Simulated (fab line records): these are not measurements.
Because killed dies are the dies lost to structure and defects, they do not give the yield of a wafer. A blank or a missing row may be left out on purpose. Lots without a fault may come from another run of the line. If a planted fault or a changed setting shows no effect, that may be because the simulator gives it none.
fab line records | flow nand_harc
record: lots: 6 wafers: 16 last_day: 33
route steps=1302 shown A_M0@1148
lots that met no fault: from a run of the same line without faults
start_h: the number of hours between the record's first day and the start of the first shown wafer of the lot | wait_h: hours elapsed since this lot's preceding step | " as in the row above | L1.1+2: several wafers, shown together as one row | - no value present, or no start provided | * or withheld: withheld | < > ~ a bound
route shown NAME@n: names a module that has steps shown in the file, with the first one's number in the route | usual: mean/standard deviation taken from wafers without a fault | same: alike in all rows | chamber/n: place in a boat | sites: per-site readings | _std_site: how widely they spread, as a standard deviation | _edge_site: outer sites' mean less inner sites' | radius_mm: how far each site lies from the wafer's centre | mask NAME#n: copy n | behind: the most recent tool/chamber to have shaped the wafer | hold: the reason the lot was held/the length of the hold in hours/how it ended | device: transistor that didn't switch, given as n, p or np | end of line: the tests these same wafers got at the end of their route | a step with no rows: only its recipe | killed: the dies lost at the first sort to structure and to defects; this is not the yield of the wafer | map: a wafer's dies, x killed, . not, _ none there
set.NAME: the setting that was run; set.NAME@STEP: the one run at that earlier step | model.NAME: the simulator's own value behind a step, which no gauge read
lots at selected steps of the route; one table per step, one row per wafer
services: a tool's chamber out of use, with start hour (start_h, from the record's first day; less than 0 if before it), hours out, and reason
== steps ==
step: NHARC_A_M0_OVL_MEAS_10
recipe: pitch_nm: 160
usual: overlay_x_nm: -0.1/0.7 overlay_y_nm: -0.4/0.94
columns lot.wafer tool chamber start_h wait_h overlay_x_nm overlay_y_nm
L873.2 overlay-01 - 529.01 - 0.8 -0.6
L873.3 " - " " 0.9 -0.7
L873.4 " - " " 1.2 -0.9
L886.1 overlay-01 - 630.27 - -0.6 0.7
L886.2 " - " " 0.1 0.4
L886.6 " - " " -0.1 1.0
L888.2 overlay-01 - 654.63 - -1.3 -0.5
L888.5 " - " " -1.2 -1.1
L890.2 overlay-01 - 675.99 - 0.9 0.8
L890.4 " - " " 0.0 0.6
L894.3 overlay-01 - 721.11 - 0.5 -0.6
L894.5 " - " " -0.1 -0.9
L894.6 " - " " 0.2 -1.0
L896.1 overlay-02 - 743.03 - -0.4 -2.2
L896.2 " - " " -0.3 -2.4
L896.3 " - " " 0.1 -1.6
step: NHARC_A_M0_INSPECT_11
usual: raw_defect_count: 85/39
columns lot.wafer tool chamber start_h wait_h raw_defect_count
L873.2 defect_inspect-02 - 529.05 0.0 15
L873.3 " - " " 19
L873.4 " - " " 15
L886.1 defect_inspect-02 - 630.31 0.0 120
L886.2 " - " " 125
L886.6 " - " " 119
L888.2 defect_inspect-02 - 654.67 0.0 104
L888.5 " - " " 124
L890.2 defect_inspect-02 - 676.03 0.0 65
L890.4 " - " " 78
L894.3 defect_inspect-02 - 721.14 0.0 23
L894.5 " - " " 20
L894.6 " - " " 19
L896.1 defect_inspect-02 - 743.07 0.0 119
L896.2 " - " " 116
L896.3 " - " " 115
step: NHARC_A_M0_DESCUM_14
recipe: time_s: 3 o2_flow_sccm: 200 ar_flow_sccm: 0 bias_power_w: 0 chemistry: O2
usual: drypump_motor_current_A: 5.7/0.46 oes_product_au: 1.001/0.011 rf_vpp_V: 57.5/0.96 showerhead_plenum_p_Torr: 1.84/0.081 throttle_valve_pct: 11.313/0.0082
same: bias_power_w: 0
columns lot.wafer tool chamber start_h wait_h drypump_motor_current_A oes_product_au rf_hours_counter_h rf_vpp_V showerhead_plenum_p_Torr throttle_valve_pct
L873.4 rie_diel-08 1 529.12 0.1 6.1 1.002 4.4 57.3 1.81 11.313
L873.2 " 2 " " 5.9 0.995 4.2 58.2 1.78 11.311
L873.3 " 0 " " 6.0 1.013 5.2 58.1 1.77 11.308
L886.2 rie_diel-07 2 630.37 0.1 5.6 0.990 6.6 57.5 1.82 11.305
L886.1 " 3 " " 5.2 1.008 8.2 57.9 2.05 11.306
L886.6 " 2 " " 5.6 0.985 - 57.5 1.82 11.320
L888.2 rie_diel-08 3 654.75 0.1 5.4 0.994 7.8 57.3 1.79 11.300
L888.5 " 2 " " 5.9 1.010 - 56.6 1.78 11.317
L890.4 rie_diel-07 2 676.09 0.1 5.6 1.005 1.2 56.8 1.82 11.324
L890.2 " 0 " " 5.9 1.005 1.0 57.2 1.87 11.311
L894.3 rie_diel-05 1 721.23 0.1 6.4 1.029 6.8 57.4 1.83 11.320
L894.5 " 2 " " 5.2 1.010 - 57.4 1.79 11.310
L894.6 " 3 " " 4.8 1.014 - 57.4 1.83 11.317
L896.1 rie_diel-05 1 743.13 0.1 6.4 1.020 9.0 56.4 1.83 11.317
L896.2 " 3 " " 4.9 1.011 6.0 57.9 1.83 11.315
L896.3 " 0 " " 5.3 0.990 9.0 56.1 1.78 11.304
step: NHARC_A_M0_ETCH_34
recipe: target_depth_a: 400 overetch_a: 120 time_s: 43.94 ion_energy_ev: 200 n2_flow_sccm: 150 h2_flow_sccm: 150 ar_flow_sccm: 0 rf_w: 400 bias_w: 150 chemistry: N2/H2
usual: drypump_motor_current_A: 5.7/0.47 oes_product_au: 1.001/0.011 rf_vpp_V: 428.0/2.3 showerhead_plenum_p_Torr: 1.96/0.084 throttle_valve_pct: 14.171/0.0082
columns lot.wafer tool chamber start_h wait_h drypump_motor_current_A oes_product_au rf_hours_counter_h rf_vpp_V showerhead_plenum_p_Torr throttle_valve_pct
L873.3 rie_diel-08 1 529.20 0.1 6.1 1.011 4.4 426.2 1.92 14.171
L873.4 " 2 " " 5.9 0.996 4.2 427.0 1.90 14.181
L873.2 " 0 " " 6.0 1.009 5.2 424.1 1.89 14.161
L886.2 rie_diel-07 3 630.46 0.1 5.3 1.012 8.2 433.9 2.18 14.176
L886.1 " 1 " " 6.5 0.984 5.6 427.7 1.95 14.178
L886.6 " 0 " " 5.9 1.003 - 427.5 1.99 14.169
L888.2 rie_diel-08 1 654.81 0.1 6.1 0.985 6.1 426.7 1.92 14.165
L888.5 " 1 " " 6.1 0.973 - 427.6 1.92 14.171
L890.4 rie_diel-07 2 676.18 0.1 5.6 1.008 1.2 425.9 1.94 14.169
L890.2 " 3 " " 5.3 1.000 1.1 434.5 2.18 14.191
L894.3 rie_diel-05 1 721.30 0.1 6.4 1.018 6.8 428.6 1.95 14.178
L894.6 " 2 " " 5.2 1.008 - 425.7 1.90 14.162
L894.5 " 3 " " 4.9 1.018 - 428.1 1.95 14.168
L896.2 rie_diel-05 0 743.22 0.1 5.3 0.983 9.0 427.0 1.89 14.162
L896.1 " 1 " " 6.4 1.019 9.0 428.3 1.95 14.180
L896.3 " 2 " " 5.2 1.005 8.7 425.4 1.90 14.162
step: NHARC_A_M0_ETCH_15
recipe: target_depth_a: 1500 overetch_a: 150 time_s: 82.5 c4f8_flow_sccm: withheld ar_flow_sccm: 400 rf_w: 600 bias_w: 300 chemistry: C4F8/Ar
step: NHARC_A_M0_CD_MEAS_16
usual: cd_nm: 79.9/0.99
columns lot.wafer tool chamber start_h wait_h cd_nm
L873.2 cd_sem-02 - 529.42 - 78.4
L873.3 " - " " 79.4
L873.4 " - " " 78.7
L886.1 cd_sem-01 - 630.67 - 80.0
L886.2 " - " " 80.5
L886.6 " - " " 81.3
L888.2 cd_sem-02 - 655.03 - 81.7
L888.5 " - " " 80.9
L890.2 cd_sem-01 - 676.39 - 81.2
L890.4 " - " " 80.6
L894.3 cd_sem-03 - 721.51 - 80.2
L894.5 " - " " 82.0
L894.6 " - " " 81.2
L896.1 cd_sem-02 - 743.43 - 79.0
L896.2 " - " " 78.1
L896.3 " - " " 78.7
step: NHARC_A_M0_STRIP_18
recipe: power_w: 1000 n2_flow_sccm: 150 h2_flow_sccm: 150 ar_flow_sccm: 0 bias_w: 0 chemistry: N2/H2
usual: drypump_motor_current_A: 5.6/0.53 oes_product_au: 1.001/0.011 rf_vpp_V: 90.2/1 showerhead_plenum_p_Torr: 1.96/0.085 throttle_valve_pct: 14.171/0.0097
columns lot.wafer tool chamber start_h wait_h drypump_motor_current_A oes_product_au rf_hours_counter_h rf_vpp_V showerhead_plenum_p_Torr throttle_valve_pct
L873.3 rie_diel-07 0 529.51 0.1 5.9 1.007 1.6 90.7 2.00 14.177
L873.4 " 1 " " 6.5 0.981 1.6 89.8 1.95 14.179
L873.2 " 2 " " 5.6 0.991 2.0 90.3 1.94 14.172
L886.2 rie_diel-08 1 630.77 0.1 6.1 0.990 3.7 91.1 1.92 14.179
L886.1 " 2 " " 5.9 1.010 5.0 89.8 1.90 14.162
L886.6 " 0 " " 5.9 1.015 - 89.1 1.89 14.185
L888.2 rie_diel-05 3 655.10 0.1 4.8 1.010 0.8 89.4 1.95 14.168
L888.5 " 0 " " 5.3 0.997 - 89.7 1.89 14.185
L890.4 rie_diel-08 0 676.49 0.1 6.0 1.006 7.8 89.8 1.88 14.159
L890.2 " 2 " " 5.9 1.014 7.8 88.6 1.90 14.174
L894.3 rie_diel-07 3 721.65 0.1 5.2 1.008 3.3 91.1 2.18 14.176
L894.6 " 0 " " 5.8 1.005 - 90.0 1.99 14.180
L894.5 " 1 " " 6.5 0.982 - 89.7 1.95 14.173
L896.1 rie_diel-05 2 743.50 0.1 5.2 0.986 8.8 88.1 1.90 14.167
L896.3 " 3 " " 4.8 1.006 6.0 89.6 1.95 14.175
L896.2 " 0 " " 5.3 0.989 9.1 90.5 1.89 14.151
step: NHARC_A_M0_STRIP_19
recipe: time_s: 600 temp_c: 30 chemistry: post_etch_residue_remover
step: NHARC_A_M0_DEGAS_28
recipe: temp_c: 250 time_s: 60
step: NHARC_A_M0_PRE_CLEAN_29
recipe: time_s: 30 temp_c: 280 gas: H2/He
usual: heater_power_w: 406/34
columns lot.wafer tool chamber start_h wait_h heater_power_w
L873.2 pvd_sputter-02 - - - 396
L873.4 " - " " 381
L873.3 " - " " 505
L886.1 pvd_sputter-02 - - - 402
L886.2 " - " " 488
L886.6 " - " " 407
L888.2 pvd_sputter-01 - - - 387
L888.5 " - " " 401
L890.4 pvd_sputter-01 - - - 381
L890.2 " - " " 386
L894.3 pvd_sputter-03 - - - 402
L894.6 " - " " 405
L894.5 " - " " 445
L896.3 pvd_sputter-01 - - - 395
L896.1 " - " " 409
L896.2 " - " " 404
step: NHARC_A_M0_PVD_20
recipe: target_thk_a: 50 bias_v: 168.6 power_w: 15000 chamber_pressure_pa: 0.12 time_s: 8.06 substrate_temp_c: 50 material: TaN
usual: substrate_temp_c: 49.98/0.12 throttle_valve_pct: 30.2/1.3
columns lot.wafer tool chamber start_h wait_h substrate_temp_c throttle_valve_pct
L873.4 pvd_sputter-02 - - - 50.10 31.9
L873.2 " - " " 49.82 29.3
L873.3 " - " " 49.95 30.8
L886.2 pvd_sputter-02 - - - 50.01 29.8
L886.1 " - " " 50.10 30.9
L886.6 " - " " 50.15 29.4
L888.2 pvd_sputter-01 - - - 50.01 31.3
L888.5 " - " " 49.97 28.4
L890.2 pvd_sputter-01 - - - 49.95 31.1
L890.4 " - " " 49.85 28.5
L894.3 pvd_sputter-03 - - - 50.16 32.0
L894.5 " - " " 49.96 29.4
L894.6 " - " " 50.09 31.7
L896.3 pvd_sputter-01 - - - 50.15 28.5
L896.2 " - " " 49.92 31.1
L896.1 " - " " 49.95 31.1
step: NHARC_A_M0_PVD_21
recipe: target_thk_a: 300 chamber_pressure_pa: 5 power_w: 5000 substrate_temp_c: 30 time_s: 20.49 material: Cu
step: NHARC_A_M0_ECD_22
recipe: target_thk_a: 4000 bath_temp_c: 25 material: Cu
columns lot.wafer tool chamber start_h wait_h
L873.2+4+3 ecd_cu-02 1,1,0 530.45 -
L886.1+2+6 ecd_cu-01 1,0,1 631.64 -
L888.2+5 ecd_cu-01 1,0 656.03 -
L890.2+4 ecd_cu-01 1,0 677.41 -
L894.3+5+6 ecd_cu-02 1,1,0 722.58 -
L896.1+2+3 ecd_cu-01 0,1,1 744.40 -
step: NHARC_A_M0_ANNEAL_30
recipe: temp_c: 225 time_s: 90
step: NHARC_A_M0_CMP_23
recipe: t_overpolish_s: 20 target_thk_nm: 113.75
usual: motor_current_A: 12.2/2 retaining_ring_pressure_frac: 1.000/0.0042 time_to_endpoint_s: 28.9/2.6
columns lot.wafer tool chamber start_h wait_h motor_current_A retaining_ring_pressure_frac time_to_endpoint_s
L873.2 cmp-02 1 531.18 - 12.5 1.003 33.5
L873.4 " 2 " " 10.8 1.000 32.8
L873.3 " 3 " " 11.6 1.003 31.4
L886.2 cmp-02 3 632.39 - 10.7 0.994 30.9
L886.1 " 2 " " 10.8 1.001 30.1
L886.6 " 3 " " 10.8 1.000 29.9
L888.2 cmp-01 0 656.81 - 11.2 0.989 12.9
L888.5 " 3 " " 11.5 0.999 25.4
L890.2 cmp-02 0 678.13 - 12.6 0.993 10.5
L890.4 " 1 " " 12.6 1.005 31.6
L894.3 cmp-01 2 723.22 - 11.4 0.991 24.4
L894.5 " 2 " " 10.5 0.995 28.0
L894.6 " 3 " " 11.7 1.002 22.4
L896.3 cmp-03 1 745.13 - 10.5 0.997 25.6
L896.1 " 2 " " 12.2 1.003 30.7
L896.2 " 3 " " 17.2 0.998 29.3
step: NHARC_A_M0_THK_MEAS_24
recipe: thk_meas_gauge: xrf
usual: thk_nm: 113.7/1.6
columns lot.wafer tool chamber start_h wait_h thk_nm
L873.2 film_metro-02 - 531.49 - 112.1
L873.3 " - " " 115.9
L873.4 " - " " 114.4
L886.1 film_metro-02 - 632.71 - 115.1
L886.2 " - " " 117.6
L886.6 " - " " 114.7
L888.2 film_metro-01 - 657.07 - 113.7
L888.5 " - " " 110.4
L890.2 film_metro-02 - 678.39 - 111.6
L890.4 " - " " 113.9
L894.3 film_metro-01 - 723.54 - 113.1
L894.5 " - " " 112.5
L894.6 " - " " 112.2
L896.1 film_metro-01 - 745.44 - 114.4
L896.2 " - " " 112.3
L896.3 " - " " 113.7
== services ==
columns tool chamber start_h hours kind
ecd_cu-01 - 506.13 3.9 repair
ecd_cu-01 - 512.00 8.0 pm
rie_diel-05 0 520.32 5.6 repair
cmp-02 - 538.43 4.0 pm
rie_diel-08 - 544.80 9.0 pm
rie_diel-07 2 556.51 6.6 repair
rie_diel-07 1 567.65 7.7 repair
cmp-02 - 567.80 1.2 repair
cmp-02 - 578.23 3.4 repair
pvd_sputter-01 - 582.00 10.0 pm
rie_diel-05 - 583.66 9.0 pm
ecd_cu-01 - 600.97 6.5 repair
rie_diel-07 1 611.82 7.1 repair
rie_diel-05 - 624.13 0.6 repair
rie_diel-05 3 627.36 9.2 repair
rie_diel-07 2 632.49 5.3 repair
pvd_sputter-02 - 638.21 10.0 pm
rie_diel-07 1 643.33 1.2 repair
rie_diel-07 - 648.24 9.0 pm
rie_diel-05 3 672.53 14.9 repair
ecd_cu-01 - 688.00 8.0 pm
pvd_sputter-02 - 693.21 11.4 repair
pvd_sputter-02 - 716.23 5.9 repair
rie_diel-08 - 721.80 9.0 pm
== key ==
first_sign: step: NHARC_A_M0_CMP_23 reading: time_to_endpoint_s direction: down sigmas: 6.5 usual: * struck: *
effect none on later readings
met_at NHARC_A_M0_ECD_22
struck_wafers L888.2,L890.2
sort_left_out L888.2,L890.2
onset_between 631.64 656.03
fault: kind: process_parameter_drift tool: ecd_cu-01 chamber: - onset_h: 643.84 steps: NHARC_A_M0_ECD_22 channel: target_thk_a offset: * shape: step end_h: 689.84 scope: struck_wafers_only acts_in: * stated: *
sort_left_out: the simulated sort isn't trusted on such a fault, so these wafers' sort isn't shown, and their yield isn't known
